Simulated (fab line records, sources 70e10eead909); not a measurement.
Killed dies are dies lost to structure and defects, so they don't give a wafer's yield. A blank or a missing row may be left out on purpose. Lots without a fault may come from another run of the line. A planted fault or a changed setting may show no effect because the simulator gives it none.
Which tool did it? | flow nand_harc | 24 lots, 72 wafers sampled, at 5 steps of a route of 1159

WHAT THE GAUGES READ, wafer by wafer
NHARC_A_CHANNEL_HOLE_D1_CD_MEAS_10: target cd 100 nm.
lot  | measured     | on        | cd_nm (nm)
L074 | day 8 03:32  | cd_sem-03 | 100.5 100.1 100.0
L075 | day 8 03:16  | cd_sem-03 | 100.2 100.9 99.5
L076 | day 8 20:52  | cd_sem-01 | 99.3 99.6 99.4
L077 | day 8 21:19  | cd_sem-01 | 100.1 99.8 99.9
L078 | day 9 10:51  | cd_sem-01 | 100.6 100.4 100.2
L079 | day 9 10:01  | cd_sem-01 | 100.0 99.8 99.6
L081 | day 9 15:47  | cd_sem-02 | 100.7 100.4 99.4
L080 | day 9 16:11  | cd_sem-01 | 99.9 100.1 100.1
L083 | day 10 09:21 | cd_sem-02 | 100.0 100.1 99.2
L082 | day 10 10:35 | cd_sem-03 | 99.9 100.5 100.2
L084 | day 11 04:16 | cd_sem-01 | 100.2 99.6 99.6
L085 | day 11 10:19 | cd_sem-03 | 100.8 101.3 100.7
L086 | day 11 10:37 | cd_sem-02 | 99.8 100.2 100.3
L087 | day 11 19:51 | cd_sem-02 | 101.5 100.7 100.8
L088 | day 11 19:24 | cd_sem-02 | 100.0 100.5 100.9
L090 | day 12 08:02 | cd_sem-03 | 100.2 99.8 99.9
L089 | day 12 08:15 | cd_sem-03 | 99.9 100.2 100.8
L092 | day 12 13:05 | cd_sem-03 | 101.0 100.1 100.0
L091 | day 12 12:47 | cd_sem-03 | 101.0 100.5 100.4
L093 | day 12 21:29 | cd_sem-03 | 99.8 99.7 100.1
L094 | day 13 06:05 | cd_sem-03 | 99.7 100.3 99.8
L095 | day 13 17:26 | cd_sem-01 | 100.8 99.5 100.3
L096 | day 13 16:40 | cd_sem-01 | 100.3 100.7 99.7
L097 | day 14 01:00 | cd_sem-02 | 99.7 99.9 99.7

WHICH TOOL RAN EACH LOT (tool, then ch and the chambers of the sampled wafers, then the start)
lot  | NHARC_P_M1_PRE_CLEAN_32         | NHARC_P_M2_ETCH_15                            | NHARC_P_M2_ETCH_28                            | NHARC_A_ZERO_WELL_DESCUM_12
L074 | pecvd-02 ch 0,1,2, day 6 03:16  | rie_diel-13 ch 1,2,3, day 6 13:20 or earlier  | rie_diel-13 ch 1,2,3, day 6 13:20 or earlier  | rie_diel-12 ch 0,2,3, day 6 13:20
L075 | pecvd-04 ch 1,2, day 6 05:13    | rie_diel-13 ch 0,1,2, day 6 15:03 or earlier  | rie_diel-10 ch 0,1,2, day 6 15:03 or earlier  | rie_diel-06 ch 0,2,3, day 6 15:03
L076 | pecvd-04 ch 0,1,2, day 6 16:48  | rie_diel-09 ch 0,1,2, day 7 02:50 or earlier  | rie_diel-10 ch 0,3, day 7 02:50 or earlier    | rie_diel-06 ch 0,1,3, day 7 02:50
L077 | pecvd-03 ch 1,2, day 6 20:05    | rie_diel-13 ch 0,2, day 7 06:13 or earlier    | rie_diel-10 ch 0,1, day 7 06:13 or earlier    | rie_diel-12 ch 1,2, day 7 06:13
L078 | pecvd-03 ch 0,2, day 7 06:27    | rie_diel-13 ch 0,1,2, day 7 18:35 or earlier  | rie_diel-10 ch 0,1,2, day 7 18:35 or earlier  | rie_diel-12 ch 0,3, day 7 18:35
L079 | pecvd-03 ch 0,1,2, day 7 07:22  | rie_diel-13 ch 0,1,3, day 7 19:31 or earlier  | rie_diel-13 ch 0,1,2, day 7 19:31 or earlier  | rie_diel-06 ch 0,1, day 7 19:31
L081 | pecvd-04 ch 0,1,2, day 7 15:13  | rie_diel-13 ch 0,1,2, day 8 01:37 or earlier  | rie_diel-13 ch 0,1,3, day 8 01:37 or earlier  | rie_diel-06 ch 1,2,3, day 8 01:37
L080 | pecvd-04 ch 1,2, day 7 16:54    | rie_diel-13 ch 0,1,3, day 8 02:56 or earlier  | rie_diel-13 ch 1,2,3, day 8 02:56 or earlier  | rie_diel-11 ch 0,1,3, day 8 02:56
L083 | pecvd-03 ch 0,1, day 8 07:08    | rie_diel-13 ch 0,1, day 8 17:08 or earlier    | rie_diel-13 ch 1,2, day 8 17:08 or earlier    | rie_diel-11 ch 0,2, day 8 17:08
L082 | pecvd-03 ch 0,1,2, day 8 09:52  | rie_diel-13 ch 0,1, day 8 20:00 or earlier    | rie_diel-13 ch 1,2, day 8 20:00 or earlier    | rie_diel-06 ch 0,3, day 8 20:00
L084 | pecvd-03 ch 0,1,2, day 8 17:56  | rie_diel-10 ch 1,2,3, day 9 04:06 or earlier  | rie_diel-09 ch 1,2, day 9 04:06 or earlier    | rie_diel-06 ch 0,1,3, day 9 04:06
L085 | pecvd-03 ch 0,1, day 9 08:25    | rie_diel-13 ch 1,3, day 9 10:23 or earlier    | rie_diel-10 ch 0,2, day 9 10:23               | rie_diel-06 ch 0,1, day 9 18:23
L086 | pecvd-02 ch 0,1,2, day 9 09:31  | rie_diel-09 ch 0,2,3, day 9 19:49 or earlier  | rie_diel-10 ch 0,2,3, day 9 19:49 or earlier  | rie_diel-06 ch 1,2,3, day 9 19:49
L087 | pecvd-03 ch 0,1,2, day 9 14:35  | rie_diel-09 ch 2,3, day 10 00:36 or earlier   | rie_diel-13 ch 1,2,3, day 10 00:36 or earlier | rie_diel-11 ch 0,3, day 10 00:36
L088 | pecvd-04 ch 0,1,2, day 9 16:40  | rie_diel-13 ch 0,1,2, day 10 02:28 or earlier | rie_diel-13 ch 0,1,2, day 10 02:28 or earlier | rie_diel-11 ch 0,1,2, day 10 02:28
L090 | pecvd-03 ch 0,1, day 10 07:41   | rie_diel-13 ch 1,2,3, day 10 18:10 or earlier | rie_diel-13 ch 2,3, day 10 18:10 or earlier   | rie_diel-06 ch 1,2, day 10 18:10
L089 | pecvd-03 ch 0,1,2, day 10 08:25 | rie_diel-09 ch 0,1,3, day 10 18:46 or earlier | rie_diel-10 ch 0,1,3, day 10 18:46 or earlier | rie_diel-12 ch 1,3, day 10 18:46
L092 | pecvd-03 ch 0,2, day 10 11:51   | rie_diel-13 ch 2,3, day 10 22:49 or earlier   | rie_diel-13 ch 2,3, day 10 22:49 or earlier   | rie_diel-06 ch 1,3, day 10 22:49
L091 | pecvd-03 ch 1,2, day 10 12:37   | rie_diel-10 ch 0,1,3, day 10 23:14 or earlier | rie_diel-10 ch 2,3, day 10 23:14 or earlier   | rie_diel-11 ch 2,3, day 10 23:14
L093 | pecvd-02 ch 0,2, day 10 17:57   | rie_diel-13 ch 0,3, day 11 03:58 or earlier   | rie_diel-13 ch 0,2,3, day 11 03:58 or earlier | rie_diel-12 ch 0,1,2, day 11 03:58
L094 | pecvd-03 ch 0,1, day 11 01:13   | rie_diel-10 ch 1,2,3, day 11 11:37 or earlier | rie_diel-13 ch 1,2,3, day 11 11:37 or earlier | rie_diel-12 ch 1,2,3, day 11 11:37
L095 | pecvd-02 ch 1, day 11 07:23     | rie_diel-13 ch 1,2,3, day 11 17:47 or earlier | rie_diel-13 ch 0,1, day 11 17:47 or earlier   | rie_diel-12 ch 1,2,3, day 11 17:47
L096 | pecvd-02 ch 0,1, day 11 08:45   | rie_diel-13 ch 0,2, day 11 19:04 or earlier   | rie_diel-13 ch 0,2, day 11 19:04 or earlier   | rie_diel-06 ch 0,2,3, day 11 19:04
L097 | pecvd-04 ch 0,2, day 11 21:29   | rie_diel-13 ch 0,3, day 12 07:29 or earlier   | rie_diel-09 ch 1,2,3, day 12 07:29 or earlier | rie_diel-06 ch 0,1,2, day 12 07:29
- NHARC_P_M1_PRE_CLEAN_32: time 12 s.
- NHARC_P_M2_ETCH_15: etches the open film in C4F8/Ar, target depth 182.5 nm, time 91.2 s.
- NHARC_P_M2_ETCH_28: etches the open film in CF4/N2, target depth 30 nm, time 72.99 s.
- NHARC_A_ZERO_WELL_DESCUM_12: chemistry O2, time 3 s.

WHAT THE TOOLS THEMSELVES READ (means of the sampled wafers that have a number; where no wafer has one, the mark that the record gives instead)
NHARC_P_M1_PRE_CLEAN_32.
lot  | tool     | heater_power_outer_w (W) | heater_power_w (W)
L074 | pecvd-02 | 429                      | 682
L075 | pecvd-04 | 335                      | 585
L076 | pecvd-04 | 306                      | 545
L077 | pecvd-03 | 321                      | 573
L078 | pecvd-03 | 335                      | 592
L079 | pecvd-03 | 344                      | 599
L081 | pecvd-04 | 323                      | 560
L080 | pecvd-04 | 316                      | 562
L083 | pecvd-03 | 374                      | 642
L082 | pecvd-03 | 344                      | 593
L084 | pecvd-03 | 343                      | 594
L085 | pecvd-03 | 347                      | 600
L086 | pecvd-02 | 405                      | 645
L087 | pecvd-03 | 344                      | 589
L088 | pecvd-04 | 326                      | 563
L090 | pecvd-03 | 376                      | 624
L089 | pecvd-03 | 322                      | 571
L092 | pecvd-03 | 338                      | 579
L091 | pecvd-03 | 319                      | 561
L093 | pecvd-02 | 449                      | 714
L094 | pecvd-03 | 319                      | 559
L095 | pecvd-02 | 404                      | 620
L096 | pecvd-02 | 333                      | 556
L097 | pecvd-04 | 346                      | 570

NHARC_P_M2_ETCH_15.
lot  | tool        | oes_product_au (a.u.) | rf_vpp_V (V)
L074 | rie_diel-13 | 0.981                 | 442.6
L075 | rie_diel-13 | 0.971                 | 442.4
L076 | rie_diel-09 | 0.927                 | 441.9
L077 | rie_diel-13 | 0.971                 | 442.0
L078 | rie_diel-13 | 0.984                 | 442.0
L079 | rie_diel-13 | 0.970                 | 443.5
L081 | rie_diel-13 | 0.969                 | 442.4
L080 | rie_diel-13 | 0.976                 | 443.4
L083 | rie_diel-13 | 0.985                 | 441.9
L082 | rie_diel-13 | 0.977                 | 441.6
L084 | rie_diel-10 | 0.954                 | 440.6
L085 | rie_diel-13 | 0.975                 | 444.3
L086 | rie_diel-09 | 0.936                 | 441.8
L087 | rie_diel-09 | 0.926                 | 444.6
L088 | rie_diel-13 | 0.932                 | 442.5
L090 | rie_diel-13 | 0.965                 | 443.5
L089 | rie_diel-09 | 0.935                 | 442.4
L092 | rie_diel-13 | 0.937                 | 443.7
L091 | rie_diel-10 | 0.930                 | 441.5
L093 | rie_diel-13 | 0.940                 | 443.8
L094 | rie_diel-10 | 0.920                 | 440.5
L095 | rie_diel-13 | 0.967                 | 443.9
L096 | rie_diel-13 | 0.928                 | 441.1
L097 | rie_diel-13 | 0.969                 | 442.7

NHARC_P_M2_ETCH_28.
lot  | tool        | drypump_motor_current_A (A) | oes_product_au (a.u.) | rf_vpp_V (V) | showerhead_plenum_p_Torr (Torr) | throttle_valve_pct (%)
L074 | rie_diel-13 | 5.8                         | 1.006                 | 315.6        | 2.73                            | 19.803
L075 | rie_diel-10 | 6.1                         | 1.002                 | 315.5        | 2.69                            | 19.806
L076 | rie_diel-10 | 5.6                         | 0.997                 | 316.1        | 2.71                            | 19.789
L077 | rie_diel-10 | 5.7                         | 1.007                 | 313.5        | 2.58                            | 19.789
L078 | rie_diel-10 | 6.1                         | 0.999                 | 314.3        | 2.69                            | 19.799
L079 | rie_diel-13 | 5.8                         | 1.003                 | 315.8        | 2.68                            | 19.791
L081 | rie_diel-13 | 5.9                         | 1.012                 | 315.9        | 2.72                            | 19.793
L080 | rie_diel-13 | 5.8                         | 1.016                 | 316.1        | 2.73                            | 19.786
L083 | rie_diel-13 | 6.0                         | 1.015                 | 315.8        | 2.71                            | 19.795
L082 | rie_diel-13 | 5.7                         | 1.006                 | 315.1        | 2.69                            | 19.798
L084 | rie_diel-09 | 5.3                         | 1.006                 | 315.7        | 2.73                            | 19.797
L085 | rie_diel-10 | 6.1                         | 0.995                 | 316.2        | 2.80                            | 19.802
L086 | rie_diel-10 | 5.9                         | 0.993                 | 316.1        | 2.75                            | 19.799
L087 | rie_diel-13 | 5.8                         | 1.012                 | 316.3        | 2.73                            | 19.795
L088 | rie_diel-13 | 5.8                         | 1.009                 | 315.1        | 2.68                            | 19.795
L090 | rie_diel-13 | 5.6                         | 1.012                 | 315.7        | 2.76                            | 19.795
L089 | rie_diel-10 | 5.6                         | 0.998                 | 314.2        | 2.64                            | 19.786
L092 | rie_diel-13 | 5.5                         | 1.015                 | 315.5        | 2.72                            | 19.791
L091 | rie_diel-10 | 5.9                         | 0.991                 | 315.2        | 2.70                            | 19.787
L093 | rie_diel-13 | 5.6                         | 1.009                 | 314.9        | 2.71                            | 19.794
L094 | rie_diel-13 | 5.8                         | 1.001                 | 315.8        | 2.73                            | 19.799
L095 | rie_diel-13 | 5.9                         | 1.019                 | 315.6        | 2.67                            | 19.801
L096 | rie_diel-13 | 5.6                         | 1.005                 | 315.4        | 2.66                            | 19.799
L097 | rie_diel-09 | 5.7                         | 1.002                 | 316.4        | 2.74                            | 19.795

NHARC_A_ZERO_WELL_DESCUM_12.
lot  | tool        | drypump_motor_current_A (A) | oes_product_au (a.u.) | rf_vpp_V (V) | showerhead_plenum_p_Torr (Torr) | throttle_valve_pct (%)
L074 | rie_diel-12 | 5.5                         | 0.992                 | 58.3         | 1.93                            | 11.315
L075 | rie_diel-06 | 5.5                         | 1.002                 | 57.6         | 1.89                            | 11.316
L076 | rie_diel-06 | 5.3                         | 1.002                 | 57.5         | 1.84                            | 11.303
L077 | rie_diel-12 | 5.2                         | 0.998                 | 58.2         | 1.97                            | 11.309
L078 | rie_diel-12 | 5.5                         | 0.990                 | 58.0         | 1.84                            | 11.302
L079 | rie_diel-06 | 5.1                         | 0.997                 | 56.8         | 1.81                            | 11.309
L081 | rie_diel-06 | 5.8                         | 1.009                 | 57.4         | 1.91                            | 11.309
L080 | rie_diel-11 | 5.9                         | 1.011                 | 57.2         | 1.96                            | 11.309
L083 | rie_diel-11 | 6.0                         | 1.004                 | 58.1         | 1.99                            | 11.313
L082 | rie_diel-06 | 5.3                         | 1.004                 | 57.4         | 1.85                            | 11.312
L084 | rie_diel-06 | 5.3                         | 1.005                 | 56.8         | 1.84                            | 11.311
L085 | rie_diel-06 | 5.4                         | 1.004                 | 57.7         | 1.82                            | 11.306
L086 | rie_diel-06 | 5.8                         | 1.003                 | 58.3         | 1.90                            | 11.308
L087 | rie_diel-11 | 5.4                         | 0.995                 | 58.9         | 2.04                            | 11.313
L088 | rie_diel-11 | 6.2                         | 1.010                 | 58.5         | 1.92                            | 11.307
L090 | rie_diel-06 | 5.9                         | 0.999                 | 58.3         | 1.89                            | 11.317
L089 | rie_diel-12 | 5.2                         | 0.999                 | 58.0         | 1.83                            | 11.302
L092 | rie_diel-06 | 5.6                         | 0.999                 | 57.4         | 1.85                            | 11.322
L091 | rie_diel-11 | 5.4                         | 0.994                 | 58.1         | 2.02                            | 11.313
L093 | rie_diel-12 | 5.2                         | 0.997                 | 57.6         | 1.88                            | 11.307
L094 | rie_diel-12 | 5.3                         | 1.000                 | 57.4         | 1.92                            | 11.306
L095 | rie_diel-12 | 5.3                         | 1.001                 | 58.4         | 1.91                            | 11.315
L096 | rie_diel-06 | 5.5                         | 1.000                 | 57.7         | 1.89                            | 11.319
L097 | rie_diel-06 | 5.6                         | 1.006                 | 57.2         | 1.87                            | 11.307

THE ANSWER, worked out from the rows above alone
Rule: what is usual is taken from the lots themselves. Put in order of their means at a reading, lots are off if they are a third of the lots or fewer, leave a main group of 4 or more, and stand apart from it by a gap of 3 or more times the standard deviation of the main group's means; of several such gaps the widest counts. A main group whose means are all the same, to the digits that the tables above print for the reading, isn't used. A lot without any number at a reading at which 4 lots or more have one is off too. The other lots that the step has rows for count as sound. The gauges are gone through in route order, then the tools' own readings, and for those a lot's mean is taken as printed above. The first step at which some lot is off is used, and at that step the reading that is off furthest; a lot without a number counts as furthest.
No lot is off at any reading shown: from this, nothing can be told.

WHAT THE SIMULATOR HAD PUT IN
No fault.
